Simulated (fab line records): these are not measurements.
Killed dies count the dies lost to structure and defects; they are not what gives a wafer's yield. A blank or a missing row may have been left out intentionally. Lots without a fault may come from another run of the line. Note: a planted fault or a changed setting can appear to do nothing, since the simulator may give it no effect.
fab line records	flow n5-finfet	part 1 of 2: steps 1 to 23 of 24
[record] lots = 6	wafers = 18	last-day = 17
route steps=1938 shown BEOL_M8@1350 PASSIVATION@1936
lots that met no fault: from a run of the same line without faults
start-h: hours from the record's first day to the start of the lot's first wafer shown	wait-h: how many hours have passed since the lot's step before this one	" identical to the entry in the row above	L1.1+2: one row covering several wafers at once	- either no value or no given start	* or withheld: withheld	< > ~ a bound
route shown NAME@n: a module of which the file shows steps, and the number in the route of the first	usual: mean/standard deviation taken from wafers without a fault	same: alike in all rows	chamber/n: place in a boat	sites: per-site readings	_std_site: standard deviation of those values	_edge_site: mean of outer sites minus mean of inner sites	radius-mm: for every site, how far away it sits from the centre of the wafer	mask NAME#n: copy n	behind: the last tool/chamber to shape the wafer	hold: the reason the lot was held/the length of the hold in hours/how it ended	device: names the non-switching transistor (n, p or np)	end of line: the tests these same wafers got at the end of their route	a step with no rows: only its recipe	killed: the dies lost at the first sort to structure and to defects; this is not the yield of the wafer	map: dies across one wafer; x = killed, . = not, _ = none there
set.NAME: the setting that was run; set.NAME@STEP: the one run at that earlier step	model.NAME: the simulator's own value behind a step, which no gauge read
lots at selected steps of the route; one table per step, one row per wafer
services: a tool's chamber out of use, with start hour (start-h, from the record's first day; less than 0 if before it), hours out, and reason
[[steps]]
[step N5_BEOL_M8_ETCH_62]
[recipe] chemistry = N2/H2	target = SOC	target-depth-a = 1100	overetch-a = 220	mask-material = SiARC	temp-c = 40	time-s = 165	ion-energy-ev = 200	pressure-mtorr = 30	source-w = 840	bias-w = 150	n2-flow-sccm = 200	h2-flow-sccm = 200
[usual] drypump-motor-current-A = 5.7/0.53	oes-product-au = 0.70/0.066	rf-vpp-V = 523.9/2.9	showerhead-plenum-p-Torr = 2.55/0.1	throttle-valve-pct = 17.74/0.21
lot.wafer	tool	chamber	start-h	wait-h	drypump-motor-current-A	oes-product-au	rf-hours-counter-h	rf-vpp-V	showerhead-plenum-p-Torr	throttle-valve-pct
L852.1	rie-diel-02	3	207.77	0.0	6.6	0.58	219	522.0	2.43	17.85
L852.4	"	1	"	"	5.3	0.57	246	519.1	2.38	17.85
L852.6	"	0	"	"	5.6	0.61	-	520.5	2.42	18.03
L860.3	rie-diel-01	1	258.31	0.0	6.7	0.75	34	523.4	2.48	17.85
L860.4	"	2	"	"	5.2	0.77	-	522.2	2.48	17.37
L860.6	"	0	"	"	6.0	0.64	-	522.7	2.53	17.79
L865.1	rie-diel-01	3	291.14	0.0	6.1	0.72	53	522.1	2.48	17.78
L865.4	"	1	"	"	6.8	0.73	46	521.6	2.48	17.87
L865.6	"	3	"	"	6.1	0.72	-	521.3	2.48	17.77
L866.2	rie-diel-06	2	312.84	0.0	5.5	0.68	102	523.6	2.56	18.07
L866.4	"	3	"	"	5.3	0.71	62	521.4	2.48	17.49
L866.6	"	3	"	"	5.3	0.71	-	522.3	2.48	17.50
L870.4	rie-diel-02	1	318.24	0.0	5.4	0.77	24	528.6	2.69	17.47
L870.5	"	2	"	"	5.4	0.72	-	527.8	2.70	17.79
L870.6	"	3	"	"	6.6	0.84	-	529.4	2.74	17.46
L871.2	rie-diel-02	2	351.20	0.0	5.4	0.72	73	528.3	2.69	17.82
L871.3	"	0	"	"	5.6	0.58	249	519.9	2.40	18.10
L871.6	"	2	"	"	5.4	0.72	-	529.5	2.69	17.81
[step N5_BEOL_M8_STRIP_68]
[recipe] chemistry = N2/H2	temp-c = 40	n2-flow-sccm = 200	h2-flow-sccm = 200	rf-frequency-hz = 6e+07
[step N5_BEOL_M8_STRIP_67]
[recipe] chemistry = CF4	resist = SiARC	power-w = 300	bias-power-w = 75	pressure-mtorr = 50	cf4-flow-sccm = 150	rf-frequency-hz = 6e+07
[step N5_BEOL_M8_HM_OPEN_17]
[recipe] chemistry = Cl2/BCl3	target-depth-a = 200	overetch-a = 60	target = TiN	mask-material = SOC	ion-energy-ev = 150	pressure-mtorr = 10	icp-w = 1000	bias-w = 126	Cl2_flow_sccm = 53.25	bcl3-flow-sccm = 21.75	Ar_flow_sccm = 25
[usual] bcl3-flow-sccm = 21.75/0.075	drypump-motor-current-A = 5.8/0.37	oes-product-au = 0.67/0.09	throttle-valve-pct = 22.16/0.16
lot.wafer	tool	chamber	start-h	wait-h	bcl3-flow-sccm	drypump-motor-current-A	oes-product-au	rf-hours-counter-h	throttle-valve-pct
L852.1	rie-metal-02	1	207.96	0.0	21.62	5.2	0.71	18	22.36
L852.4	"	1	"	"	21.81	5.2	0.71	-	22.36
L852.6	"	0	"	"	21.81	5.8	0.58	-	21.99
L860.3	rie-metal-01	1	258.53	0.1	21.78	6.3	0.54	-	22.07
L860.4	"	0	"	"	21.64	5.3	0.79	-	21.90
L860.6	"	0	"	"	21.70	5.3	0.79	-	21.89
L865.1	rie-metal-02	1	291.33	0.0	21.65	5.2	0.70	26	22.39
L865.4	"	1	"	"	21.75	5.2	0.69	-	22.37
L865.6	"	1	"	"	21.68	5.2	0.69	-	22.36
L866.2	rie-metal-03	1	313.03	0.0	21.70	5.8	0.75	18	22.26
L866.4	"	1	"	"	21.70	5.7	0.75	-	22.26
L866.6	"	0	"	"	21.78	6.2	0.65	-	22.29
L870.4	rie-metal-01	1	318.46	0.1	21.75	6.3	0.54	-	22.08
L870.5	"	1	"	"	21.78	6.3	0.55	-	22.08
L870.6	"	0	"	"	21.74	5.3	0.75	-	21.90
L871.2	rie-metal-02	1	351.39	0.0	21.68	5.3	0.69	28	22.38
L871.3	"	0	"	"	21.71	5.8	0.57	-	22.02
L871.6	"	0	"	"	21.68	5.8	0.57	-	22.01
[step N5_BEOL_M8_STRIP_19]
[recipe] chemistry = O2	power-w = 400	temp-c = 40	pressure-mtorr = 30	rf-frequency-hz = 6e+07	bias-power-w = 0	overash-fraction = 0.2	o2-flow-sccm = 225
[usual] drypump-motor-current-A = 5.6/0.5	oes-product-au = 0.83/0.088	rf-vpp-V = 3.7/0.57	showerhead-plenum-p-Torr = 2.11/0.092	throttle-valve-pct = 16.57/0.24
lot.wafer	tool	chamber	start-h	wait-h	drypump-motor-current-A	oes-product-au	rf-hours-counter-h	rf-vpp-V	showerhead-plenum-p-Torr	throttle-valve-pct
L852.1	rie-diel-06	2	208.07	0.1	5.5	0.85	69	4.3	2.12	16.91
L852.4	"	3	"	"	5.3	0.89	26	3.7	2.06	16.31
L852.6	"	1	"	"	5.0	0.79	-	4.7	2.11	16.47
L860.3	rie-diel-01	1	258.61	0.1	6.7	0.90	34	3.4	2.05	16.69
L860.4	"	0	"	"	6.0	0.75	-	3.0	2.08	16.60
L860.6	"	1	"	"	6.7	0.89	-	3.5	2.05	16.70
L865.1	rie-diel-06	1	291.44	0.1	4.9	0.78	159	4.1	2.09	16.51
L865.4	"	3	"	"	5.3	0.86	55	3.3	2.05	16.34
L865.6	"	2	"	"	5.5	0.82	-	4.3	2.11	16.95
L866.2	rie-diel-02	0	313.19	0.1	5.6	0.68	237	2.6	1.98	16.88
L866.4	"	2	"	"	5.5	0.86	-	4.5	2.22	16.63
L866.6	"	1	"	"	5.4	0.91	-	3.4	2.22	16.36
L870.4	rie-diel-02	2	318.56	0.1	5.4	0.85	63	3.9	2.22	16.64
L870.5	"	3	"	"	6.5	0.99	-	4.7	2.21	15.97
L870.6	"	2	"	"	5.4	0.86	-	3.9	2.22	16.64
L871.2	rie-diel-01	3	351.50	0.1	6.1	0.84	75	3.4	2.06	16.82
L871.3	"	0	"	"	6.0	0.73	181	3.6	2.07	16.65
L871.6	"	0	"	"	6.0	0.73	-	4.1	2.07	16.68
[step N5_BEOL_M8_CD_MEAS_18]
[recipe] pitch-nm = 80	target-cd-nm = 40
[usual] cd-nm = 40.1/0.62
lot.wafer	tool	chamber	start-h	wait-h	cd-nm
L852.1	cd-sem-02	-	208.14	0.0	40.1
L852.4	"	-	"	"	39.8
L852.6	"	-	"	"	40.3
L860.3	cd-sem-03	-	258.69	0.1	39.6
L860.4	"	-	"	"	39.5
L860.6	"	-	"	"	39.8
L865.1	cd-sem-03	-	291.51	0.0	39.9
L865.4	"	-	"	"	40.1
L865.6	"	-	"	"	39.8
L866.2	cd-sem-03	-	313.26	0.1	40.6
L866.4	"	-	"	"	40.1
L866.6	"	-	"	"	40.8
L870.4	cd-sem-01	-	318.63	0.1	40.8
L870.5	"	-	"	"	40.3
L870.6	"	-	"	"	41.2
L871.2	cd-sem-02	-	351.57	0.1	39.9
L871.3	"	-	"	"	40.3
L871.6	"	-	"	"	40.7
[step N5_BEOL_M8_COAT_63]
[recipe] resist = SOC	temp-c = 250	time-s = 60	spin-rpm = 1500	resist-thk-nm = 60
[step N5_BEOL_M8_COAT_64]
[recipe] resist = SiARC	temp-c = 220	time-s = 60	spin-rpm = 1500	resist-thk-nm = 12
[step N5_BEOL_M8_COAT_71]
[recipe] resist = underlayer	temp-c = 205	time-s = 60	spin-rpm = 1500	resist-thk-nm = 5
[step N5_BEOL_M8_COAT_22]
[recipe] resist = CAR-EUV	spin-rpm = 1500	resist-thk-nm = 30
[step N5_BEOL_M8_EBR_24]
[recipe] solvent = PGMEA	ebr-width-mm = 1.5
[step N5_BEOL_M8_SOFTBAKE_23]
[recipe] temp-c = 110	time-s = 60	resist = CAR-EUV
[step N5_BEOL_M8_EXPOSE_25]
[recipe] mask-id = V7	na = 0.33	source-shape = annular	sigma-inner = 0.4	sigma-outer = 0.8	polarization = unpolarized	target-cd-nm = 40	dose-mj = 42.5
[usual] exposure-dose-mJ-cm2 = 42.49/0.045	reticle-temp-C = 23.01/0.097
lot.wafer	tool	chamber	start-h	wait-h	mask	exposure-dose-mJ-cm2	reticle-temp-C
L852.1	euv-scanner-02	0	208.57	-	V7#0	42.42	23.00
L852.4	"	0	"	"	V7#0	42.52	23.18
L852.6	"	0	"	"	V7#0	42.51	23.01
L860.3	euv-scanner-01	0	260.84	-	V7#0	42.54	23.09
L860.4	"	0	"	"	V7#0	42.51	23.09
L860.6	"	0	"	"	V7#0	42.49	23.21
L865.1	euv-scanner-02	0	293.17	-	V7#0	43.35	23.03
L865.4	"	0	"	"	V7#0	43.35	22.93
L865.6	"	0	"	"	V7#0	43.36	22.89
L866.2	euv-scanner-02	0	316.16	-	V7#0	43.05	23.02
L866.4	"	0	"	"	V7#0	43.08	22.99
L866.6	"	0	"	"	V7#0	43.01	22.82
L870.4	euv-scanner-01	0	319.11	-	V7#0	42.49	22.97
L870.5	"	0	"	"	V7#0	42.59	23.10
L870.6	"	0	"	"	V7#0	42.53	23.14
L871.2	euv-scanner-01	0	351.94	-	V7#0	42.46	23.00
L871.3	"	0	"	"	V7#0	42.49	23.11
L871.6	"	0	"	"	V7#0	42.46	23.10
[step N5_BEOL_M8_PEB_26]
[recipe] peb-temp-c = 100	peb-time-s = 60	resist = CAR-EUV
[step N5_BEOL_M8_DEVELOP_27]
[recipe] develop-time-s = 30	developer = TMAH	resist = CAR-EUV	rinse-liquid = surfactant-rinse	dry = air-spin	dev-temp-c = 23
[step N5_BEOL_M8_CD_MEAS_28]
[recipe] target-cd-nm = 40	landing-energy-ev = 500	detector = se-inlens
[usual] cd-nm = 39.92/0.26
[same] landing-energy-ev = 500
lot.wafer	tool	chamber	start-h	wait-h	cd-nm
L852.1	cd-sem-03	0	208.71	-	39.87
L852.4	"	0	"	"	39.93
L852.6	"	0	"	"	40.11
L860.3	cd-sem-03	0	260.96	-	40.25
L860.4	"	0	"	"	39.96
L860.6	"	0	"	"	39.74
L865.1	cd-sem-03	0	293.30	-	40.54
L865.4	"	0	"	"	40.23
L865.6	"	0	"	"	40.45
L866.2	cd-sem-01	0	316.29	-	40.26
L866.4	"	0	"	"	40.28
L866.6	"	0	"	"	40.12
L870.4	cd-sem-03	0	319.22	-	39.96
L870.5	"	0	"	"	39.93
L870.6	"	0	"	"	39.88
L871.2	cd-sem-01	0	352.06	-	39.79
L871.3	"	0	"	"	39.87
L871.6	"	0	"	"	40.12
[step N5_BEOL_M8_OVL_MEAS_29]
[recipe] points-per-wafer = 522
[usual] V7_OVL = -0.2/0.94
lot.wafer	tool	chamber	start-h	wait-h	V7_OVL[nm]
L852.1	overlay-01	0	208.74	0.0	-0.5
L852.4	"	0	"	"	0.7
L852.6	"	0	"	"	0.9
L860.3	overlay-01	0	261.01	0.0	-0.4
L860.4	"	0	"	"	0.8
L860.6	"	0	"	"	1.9
L865.1	overlay-02	0	293.33	0.0	0.7
L865.4	"	0	"	"	-0.5
L865.6	"	0	"	"	-0.5
L866.2	overlay-02	0	316.32	0.0	0.2
L866.4	"	0	"	"	0.0
L866.6	"	0	"	"	0.0
L870.4	overlay-01	0	319.27	0.0	0.5
L870.5	"	0	"	"	0.7
L870.6	"	0	"	"	-0.6
L871.2	overlay-02	0	352.10	0.0	0.1
L871.3	"	0	"	"	-1.8
L871.6	"	0	"	"	0.6
[step N5_BEOL_M8_INSPECT_30]
[recipe] mode = adi	inspect-instrument = brightfield
[usual] raw-defect-count = 391/92
lot.wafer	tool	chamber	start-h	wait-h	raw-defect-count
L852.1	defect-inspect-02	-	208.79	0.1	290
L852.4	"	-	"	"	285
L852.6	"	-	"	"	361
L860.3	defect-inspect-01	-	261.05	0.0	282
L860.4	"	-	"	"	290
L860.6	"	-	"	"	295
L865.1	defect-inspect-01	-	293.39	0.1	358
L865.4	"	-	"	"	321
L865.6	"	-	"	"	329
L866.2	defect-inspect-01	-	316.38	0.0	282
L866.4	"	-	"	"	352
L866.6	"	-	"	"	372
L870.4	defect-inspect-01	-	319.31	0.0	393
L870.5	"	-	"	"	392
L870.6	"	-	"	"	259
L871.2	defect-inspect-02	-	352.15	0.0	409
L871.3	"	-	"	"	420
L871.6	"	-	"	"	353
[step N5_BEOL_M8_DESCUM_33]
[recipe] chemistry = O2	time-s = 7	source-power-w = 50	bias-power-w = 20	pressure-mtorr = 20	rf-frequency-hz = 2.712e+07	temp-c = 40	resist = CAR-EUV	o2-flow-sccm = 225
[usual] drypump-motor-current-A = 5.7/0.53	oes-product-au = 0.84/0.089	rf-vpp-V = 243.4/1.8	showerhead-plenum-p-Torr = 2.11/0.091	throttle-valve-pct = 20.31/0.24
lot.wafer	tool	chamber	start-h	wait-h	drypump-motor-current-A	oes-product-au	rf-hours-counter-h	rf-vpp-V	showerhead-plenum-p-Torr	throttle-valve-pct	model.BEOL_M8.cd-nm
L852.1	rie-diel-01	0	208.83	0.0	6.0	0.75	134	242.3	2.08	20.29	39.8
L852.4	"	1	"	"	6.7	0.93	17	242.6	2.05	20.46	39.8
L852.6	"	2	"	"	5.1	0.97	-	243.8	2.06	19.94	40
L860.3	rie-diel-06	1	261.09	0.0	4.9	0.77	149	241.9	2.09	20.25	40
L860.4	"	3	"	"	5.3	0.87	45	242.1	2.05	20.12	39.8
L860.6	"	2	"	"	5.5	0.82	-	244.9	2.11	20.72	40
L865.1	rie-diel-01	0	293.50	0.1	6.0	0.75	159	243.3	2.07	20.31	40.6
L865.4	"	3	"	"	6.0	0.85	53	242.8	2.06	20.60	40.4
L865.6	"	2	"	"	5.1	0.90	-	241.6	2.05	19.98	40.4
L866.2	rie-diel-02	2	316.41	0.0	5.4	0.85	62	245.0	2.22	20.41	40.2
L866.4	"	0	"	"	5.6	0.69	-	240.4	1.98	20.60	40
L866.6	"	1	"	"	5.4	0.89	-	243.4	2.22	20.15	40
L870.4	rie-diel-01	1	319.37	0.1	6.7	0.85	57	242.6	2.03	20.51	40
L870.5	"	2	"	"	5.1	0.87	-	242.7	2.04	20.00	39.8
L870.6	"	1	"	"	6.7	0.85	-	240.5	2.03	20.52	39.8
L871.2	rie-diel-06	3	352.19	0.0	5.3	0.83	76	241.6	2.04	20.16	39.8
L871.3	"	2	"	"	5.5	0.79	115	243.6	2.10	20.76	39.8
L871.6	"	1	"	"	4.9	0.75	-	242.1	2.08	20.29	39.6
[step N5_BEOL_M8_ETCH_72]
[recipe] chemistry = N2/H2	target = underlayer	target-depth-a = 65	mask-material = CAR-EUV	time-s = 5.2	ion-energy-ev = 200	pressure-mtorr = 30	source-w = 840	bias-w = 150	n2-flow-sccm = 200	h2-flow-sccm = 200	ends = cleared
[usual] drypump-motor-current-A = 5.7/0.54	etch-rf-on-time-s = 5.24/0.14	oes-product-au = 0.71/0.074	rf-vpp-V = 524/3.3	showerhead-plenum-p-Torr = 2.56/0.11	throttle-valve-pct = 17.75/0.21
lot.wafer	tool	chamber	start-h	wait-h	drypump-motor-current-A	etch-rf-on-time-s	oes-product-au	rf-hours-counter-h	rf-vpp-V	showerhead-plenum-p-Torr	throttle-valve-pct
L852.1	rie-diel-01	0	208.86	0.0	6.0	5.50	0.64	134	523	2.54	17.78
L852.4	"	1	"	"	6.7	5.16	0.79	17	523	2.49	17.86
L852.6	"	2	"	"	5.1	5.19	0.82	-	524	2.49	17.38
L860.3	rie-diel-06	1	261.12	0.0	4.9	5.24	0.66	149	523	2.54	17.64
L860.4	"	3	"	"	5.3	4.98	0.76	45	522	2.48	17.49
L860.6	"	2	"	"	5.5	5.21	0.69	-	525	2.57	18.07
L865.1	rie-diel-01	0	293.54	0.0	6.0	5.32	0.64	159	524	2.53	17.85
L865.4	"	3	"	"	6.1	5.01	0.74	53	524	2.48	17.81
L865.6	"	2	"	"	5.2	5.08	0.76	-	522	2.48	17.42
L866.2	rie-diel-02	2	316.44	0.0	5.4	5.20	0.72	62	526	2.70	17.82
L866.4	"	0	"	"	5.6	5.20	0.60	-	520	2.40	18.12
L866.6	"	1	"	"	5.4	5.35	0.77	-	528	2.69	17.51
L870.4	rie-diel-01	1	319.41	0.0	6.7	5.22	0.73	57	521	2.47	17.92
L870.5	"	2	"	"	5.1	5.10	0.75	-	523	2.47	17.45
L870.6	"	1	"	"	6.7	5.17	0.73	-	521	2.47	17.95
L871.2	rie-diel-06	3	352.22	0.0	5.3	5.07	0.71	76	523	2.47	17.56
L871.3	"	2	"	"	5.5	5.22	0.67	115	525	2.56	18.13
L871.6	"	1	"	"	4.9	5.29	0.64	-	525	2.53	17.71
[step N5_BEOL_M8_ETCH_65]
[recipe] chemistry = CF4	target = SiARC	target-depth-a = 156	mask-material = CAR-EUV	time-s = 26	ion-energy-ev = 80	pressure-mtorr = 40	source-w = 545	bias-w = 36	Ar_flow_sccm = 100	cf4-flow-sccm = 100	ends = cleared
[usual] drypump-motor-current-A = 5.7/0.53	etch-rf-on-time-s = 26.1/0.7	oes-product-au = 0.72/0.075	rf-vpp-V = 184.2/1.3	showerhead-plenum-p-Torr = 2.16/0.089	throttle-valve-pct = 15.50/0.21
lot.wafer	tool	chamber	start-h	wait-h	drypump-motor-current-A	etch-rf-on-time-s	oes-product-au	rf-hours-counter-h	rf-vpp-V	showerhead-plenum-p-Torr	throttle-valve-pct
L852.1	rie-diel-01	0	208.88	0.0	6.0	26.9	0.65	134	183.7	2.15	15.62
L852.4	"	1	"	"	6.7	25.4	0.80	17	184.0	2.10	15.58
L852.6	"	2	"	"	5.2	25.4	0.83	-	182.0	2.10	15.07
L860.3	rie-diel-06	1	261.14	0.0	4.9	26.5	0.66	149	184.2	2.15	15.46
L860.4	"	3	"	"	5.3	24.9	0.76	45	182.8	2.09	15.21
L860.6	"	2	"	"	5.5	25.6	0.71	-	184.5	2.15	15.83
L865.1	rie-diel-01	0	293.55	0.0	6.0	27.1	0.63	159	184.1	2.14	15.69
L865.4	"	3	"	"	6.0	25.2	0.73	53	183.2	2.10	15.67
L865.6	"	2	"	"	5.2	25.5	0.77	-	184.6	2.09	15.18
L866.2	rie-diel-02	2	316.46	0.0	5.4	26.0	0.74	62	184.7	2.26	15.53
L866.4	"	0	"	"	5.6	26.0	0.59	-	181.4	2.02	15.79
L866.6	"	1	"	"	5.3	27.0	0.77	-	183.9	2.28	15.36
L870.4	rie-diel-01	1	319.42	0.0	6.7	25.3	0.72	57	184.3	2.09	15.68
L870.5	"	2	"	"	5.1	25.5	0.76	-	181.6	2.09	15.18
L870.6	"	1	"	"	6.7	25.5	0.74	-	183.2	2.09	15.69
L871.2	rie-diel-06	3	352.24	0.0	5.3	25.1	0.71	76	183.6	2.08	15.30
L871.3	"	2	"	"	5.5	26.1	0.68	115	183.8	2.14	15.90
L871.6	"	1	"	"	4.9	26.4	0.64	-	183.9	2.14	15.49
[step N5_BEOL_M8_ETCH_66]
[recipe] chemistry = N2/H2	target = SOC	target-depth-a = 800	overetch-a = 160	mask-material = SiARC	temp-c = 40	time-s = 120	ion-energy-ev = 200	pressure-mtorr = 30	source-w = 840	bias-w = 150	n2-flow-sccm = 200	h2-flow-sccm = 200
[usual] drypump-motor-current-A = 5.7/0.54	oes-product-au = 0.64/0.064	rf-vpp-V = 524/3.1	showerhead-plenum-p-Torr = 2.56/0.11	throttle-valve-pct = 17.71/0.21
lot.wafer	tool	chamber	start-h	wait-h	drypump-motor-current-A	oes-product-au	rf-hours-counter-h	rf-vpp-V	showerhead-plenum-p-Torr	throttle-valve-pct	model.BEOL_M8.cd-nm
L852.1	rie-diel-01	0	208.91	0.0	6.0	0.59	134	524	2.54	17.76	39.6
L852.4	"	1	"	"	6.7	0.71	17	521	2.49	17.81	40
L852.6	"	2	"	"	5.1	0.73	-	523	2.49	17.34	40.4
L860.3	rie-diel-06	1	261.16	0.0	4.9	0.59	149	524	2.54	17.62	39.8
L860.4	"	3	"	"	5.3	0.66	45	523	2.48	17.44	40
L860.6	"	2	"	"	5.5	0.62	-	526	2.57	18.03	40
L865.1	rie-diel-01	0	293.58	0.0	6.0	0.57	159	522	2.53	17.81	40.2
L865.4	"	3	"	"	6.1	0.64	53	522	2.48	17.79	40.2
L865.6	"	2	"	"	5.1	0.68	-	523	2.48	17.37	40.4
L866.2	rie-diel-02	2	316.49	0.0	5.4	0.65	62	527	2.70	17.77	40
L866.4	"	0	"	"	5.6	0.53	-	520	2.40	18.09	40
L866.6	"	1	"	"	5.4	0.69	-	527	2.69	17.46	40
L870.4	rie-diel-01	1	319.45	0.0	6.7	0.65	57	522	2.47	17.89	39.8
L870.5	"	2	"	"	5.1	0.67	-	522	2.47	17.41	39.6
L870.6	"	1	"	"	6.7	0.64	-	521	2.47	17.88	39.8
L871.2	rie-diel-06	3	352.27	0.0	5.3	0.63	76	521	2.47	17.50	39.8
L871.3	"	2	"	"	5.5	0.61	115	525	2.56	18.10	39.6
L871.6	"	1	"	"	4.9	0.58	-	523	2.53	17.65	39.6
[step N5_BEOL_M8_STRIP_69]
[recipe] chemistry = N2/H2	temp-c = 40	n2-flow-sccm = 200	h2-flow-sccm = 200	rf-frequency-hz = 6e+07
[[key]]
[first-sign] step = N5_BEOL_M8_EXPOSE_25	reading = exposure-dose-mJ-cm2	direction = up	sigmas = 16	usual = 42.49	struck = 43.20
[effect] step = N5_BEOL_M8_CD_MEAS_28	reading = cd-nm	direction = up	sigmas = 1.5	usual = 39.92	struck = 40.31	through = control-loop
[model-effect] step = N5_BEOL_M8_DESCUM_33	value = BEOL_M8.cd-nm	without = 39.93	struck = 40.27
[model-effect] step = N5_BEOL_M8_ETCH_66	value = BEOL_M8.cd-nm	without = 39.77	struck = 40.13
met-at N5_BEOL_M8_EXPOSE_25
struck-wafers L865.1,L865.4,L865.6,L866.2,L866.4,L866.6
[loop-trim] step = N5_BEOL_M8_EXPOSE_25	setting = dose	lots = L866
onset-between 208.57 293.17
[fault] kind = process-parameter-drift	tool = euv-scanner-02	chamber = -	onset-h = 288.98	steps = N5_BEOL_M8_EXPOSE_25	channel = dose-mj	offset = 0.88965	shape = step	acts-in = these-recipes-only	stated = 42.5
// loop-trim: a control loop set the setting to another value than it would have without faults
